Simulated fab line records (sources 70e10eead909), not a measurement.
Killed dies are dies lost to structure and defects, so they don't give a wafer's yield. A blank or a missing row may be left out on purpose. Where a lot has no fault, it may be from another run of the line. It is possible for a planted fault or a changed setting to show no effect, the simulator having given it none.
A lot that was struck, set against a sound lot ; flow nand-harc ; 18 out of 1159 route steps
Sound: the wafers L314.1, L314.3, L314.5. Struck: wafers L311.3, L311.5, L311.6. At the end, the cause is stated.
For every step that has rows: the tool of each side, followed by ch and its chambers, followed by its first start. Under that, the readings that differ: sound wafers ; struck wafers ; difference of the means ; sigmas: that difference in standard deviations of wafers without a fault.
alike: readings with means less than 2 such deviations apart, plus words and numbers identical on both sides. not compared: withheld readings, readings lacking a value on some wafer, bounds such as >300 that could conceal the same value, and numbers that have no deviation in the record and whose values overlap.
The two part at a step that has a row with sigmas, a row that says differs or no value, or rows on one side only. Non-overlapping numbers with no deviation appear without sigmas and do not part them. A reading that every wafer of one side lacks parts them only if that side has two wafers or more.

NHARC_P_M0_OVL_MEAS_10: pitch 180 nm.
  struck on overlay-01, day 9 02:52; sound on overlay-01, day 9 15:19
  alike: overlay-x-nm, overlay-y-nm
NHARC_P_M0_INSPECT_11:
  struck on defect-inspect-02, day 9 02:54; sound on defect-inspect-01, day 9 15:20
  alike: raw-defect-count
NHARC_P_M0_DESCUM_14: chemistry O2, time 3 s.
  sound on rie-diel-09 ch 0,2,3, day 9 15:25; struck on rie-diel-01 ch 1,2, day 9 02:58
  alike: drypump-motor-current-A, oes-product-au, rf-vpp-V, showerhead-plenum-p-Torr, throttle-valve-pct
  not compared: rf-hours-counter-h
NHARC_P_M0_ETCH_34: etches the open film in N2/H2, target depth 40 nm, overetch 12 nm, time 43.94 s.
  sound on rie-diel-09 ch 1,2,3, day 9 15:29; struck on rie-diel-01 ch 0,1,3, day 9 03:04
  alike: drypump-motor-current-A, n2-flow-sccm, oes-product-au, rf-vpp-V, showerhead-plenum-p-Torr, throttle-valve-pct
  not compared: rf-hours-counter-h
NHARC_P_M0_ETCH_15: etches the open film in C4F8/Ar, target depth 150 nm, overetch 15 nm, time 82.5 s.
  sound: rie-diel-09 ch 0,3; struck: rie-diel-01 ch 2,3
  alike: oes-product-au, rf-vpp-V
  not compared: rf-hours-counter-h
NHARC_P_M0_CD_MEAS_16:
  struck on cd-sem-02, day 9 03:16; sound on cd-sem-03, day 9 15:42
  alike: cd-nm
then, 3 steps without rows for these wafers: NHARC_P_M0_STRIP_18 (strips in N2/H2); NHARC_P_M0_STRIP_19 (strips in post etch residue remover, time 600 s); NHARC_P_M0_DEGAS_28 (time 60 s).
NHARC_P_M0_PRE_CLEAN_29: time 30 s.
  sound on pvd-sputter-03; struck on pvd-sputter-03
  alike: heater-power-w, susceptor-temp-C
then, 2 steps without rows for these wafers: NHARC_P_M0_PVD_20 (deposits TaN, target thk 5 nm, time 8.06 s); NHARC_P_M0_PVD_21 (deposits Cu, target thk 30 nm, time 20.49 s).
NHARC_P_M0_ECD_22: material Cu, target thk 400 nm.
  sound on ecd-cu-02 ch 1, day 9 16:48; struck on ecd-cu-02 ch 0,1, day 9 04:23
  no value came back on the struck wafers for bath-heat-duty-pct (%), bath-temp-c (C); on the sound wafers bath-heat-duty-pct (%) reads 5.8 5.8 5.8
NHARC_P_M0_ANNEAL_30: time 90 s.
  sound on rtp-anneal-02 ch 0, day 9 17:08; struck on rtp-anneal-01 ch 0, day 9 04:43
  alike: anneal-temp-c-max, wafer_temp_C_max
NHARC_P_M0_CMP_23: polishes, t overpolish 20 s, target thk 117.53 nm.
  sound on cmp-02 ch 0,1,2, day 9 17:30; struck on cmp-01 ch 0,2,3, day 9 05:01
reading;sound;struck;difference;sigmas
time-to-endpoint-s (s);28.2 32.7 29.5;2.6 1.0 3.4;-27.8;-11
  alike: edge-zone-pressure-frac, motor-current-A
NHARC_P_M0_THK_MEAS_24: measures by xrf.
  struck on film-metro-01, day 9 05:16; sound on film-metro-01, day 9 17:47
reading;sound;struck;difference;sigmas
thk-nm (nm);115.4 119.2 116.4;29.2 32.3 30.2;-86.4;-58
after that, 1 step had no rows for these wafers: NHARC_P_M0_SRD_25.
-- break in the record here, with 15 days between the starts of the struck wafers on either side (left off in module P_M0, picked up again in module END, where the first step shown is number 1159 on the route) --
NHARC_END_SORT_01:
  sound on prober-01 ch 0, day 24 09:43; struck on prober-02 ch 0, day 24 03:35
reading;sound;struck;difference;sigmas
defect-limited-yield (%);95.3 96.3 95.6;0 0 0;-96;-74
killed-at-periphery;3 3 0;654 645 646;+646;+99 or more
killed-dies;32 25 30;677 677 677;+648;+73
sort_bin_2_pct (%);0.9 1.3 2.8;97.0 96.0 96.8;+94.9;+99 or more
sort-n-pass;645 652 647;0 0 0;-648;-73
sort-rim-yield-pct (%);92 98 92;0 0 0;-94;-30
sort-yield-pct (%);95.3 96.3 95.6;0 0 0;-96;-74
  alike: killed-at-array, killed-at-other, killed-open, killed-short, sort_bin_3_pct, sort_bin_4_pct

## WHERE THEY PART
Earliest at NHARC_P_M0_ECD_22; latest, in this record, at NHARC_END_SORT_01.

WHY: what had been put in by the simulator
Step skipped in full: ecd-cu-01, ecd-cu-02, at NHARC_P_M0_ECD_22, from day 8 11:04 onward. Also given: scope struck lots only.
